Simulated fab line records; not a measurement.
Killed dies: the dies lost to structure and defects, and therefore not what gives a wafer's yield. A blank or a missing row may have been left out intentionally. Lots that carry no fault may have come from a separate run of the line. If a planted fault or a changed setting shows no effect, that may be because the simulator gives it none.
Chamber matching / flow nand-harc / rie-diel-03 running NHARC_P_GATE_DESCUM_93: 4 sister chambers
The step chemistry O2, time 3 s. 8 wafers are shown with their chamber, then 12 later ones without.

WAFERS, EACH WITH ITS CHAMBER
wafer=L079.3; chamber=3; drypump-motor-current-A (A)=5.9; oes-product-au (a.u.)=1.015
wafer=L079.6; chamber=3; drypump-motor-current-A (A)=5.9; oes-product-au (a.u.)=1.018
wafer=L079.4; chamber=2; drypump-motor-current-A (A)=5.7; oes-product-au (a.u.)=1.010
wafer=L081.3; chamber=2; drypump-motor-current-A (A)=5.7; oes-product-au (a.u.)=1.006
wafer=L082.5; chamber=1; drypump-motor-current-A (A)=5.7; oes-product-au (a.u.)=0.986
wafer=L088.1; chamber=1; drypump-motor-current-A (A)=5.8; oes-product-au (a.u.)=0.985
wafer=L088.2; chamber=0; drypump-motor-current-A (A)=5.8; oes-product-au (a.u.)=1.009
wafer=L088.5; chamber=0; drypump-motor-current-A (A)=5.8; oes-product-au (a.u.)=1.013

WAFERS WITH NO CHAMBER GIVEN
wafer=L088.3; drypump-motor-current-A (A)=5.7; oes-product-au (a.u.)=1.000
wafer=L088.4; drypump-motor-current-A (A)=5.9; oes-product-au (a.u.)=1.013
wafer=L088.6; drypump-motor-current-A (A)=5.8; oes-product-au (a.u.)=0.995
wafer=L089.3; drypump-motor-current-A (A)=5.7; oes-product-au (a.u.)=1.004
wafer=L089.4; drypump-motor-current-A (A)=5.9; oes-product-au (a.u.)=1.005
wafer=L089.5; drypump-motor-current-A (A)=6.0; oes-product-au (a.u.)=1.002
wafer=L093.2; drypump-motor-current-A (A)=5.7; oes-product-au (a.u.)=1.000
wafer=L093.3; drypump-motor-current-A (A)=5.9; oes-product-au (a.u.)=1.015
wafer=L093.4; drypump-motor-current-A (A)=5.7; oes-product-au (a.u.)=0.991
wafer=L093.1; drypump-motor-current-A (A)=5.9; oes-product-au (a.u.)=1.017
wafer=L093.5; drypump-motor-current-A (A)=5.9; oes-product-au (a.u.)=1.015
wafer=L093.6; drypump-motor-current-A (A)=5.8; oes-product-au (a.u.)=0.995

WHICH CHAMBER EACH WENT THROUGH
wafer=L088.3; from the rows above=2; in truth=2
wafer=L088.4; from the rows above=can't be placed: 3 or 0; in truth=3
wafer=L088.6; from the rows above=can't be placed: 1 or 2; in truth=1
wafer=L089.3; from the rows above=2; in truth=2
wafer=L089.4; from the rows above=can't be placed: 0 or 3 or 2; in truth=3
wafer=L089.5; from the rows above=can't be placed: 0 or 3 or 2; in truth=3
wafer=L093.2; from the rows above=2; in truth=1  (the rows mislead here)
wafer=L093.3; from the rows above=3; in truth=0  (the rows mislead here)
wafer=L093.4; from the rows above=1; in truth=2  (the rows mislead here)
wafer=L093.1; from the rows above=3; in truth=3
wafer=L093.5; from the rows above=3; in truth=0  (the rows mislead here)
wafer=L093.6; from the rows above=can't be placed: 1 or 2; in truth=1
Correctly placed: 3 of 12. Cannot be placed on the basis of these rows: 5; the candidates contain the true chamber in 5. Wrongly placed: 4.
How it was worked out, from the rows above alone: a wafer's distance from a chamber is the root of the sum, over the readings, of the square of ((its reading less the chamber's mean) divided by the reading's scatter). The wafer belongs to the nearest chamber; if the next one is less than 2 further off, it can't be placed. The mean given for a chamber averages the wafers shown for that chamber. The scatter is the square root of a quotient: the sum, over the shown wafers, of each reading's squared deviation from its chamber's mean, divided by wafers minus chambers.
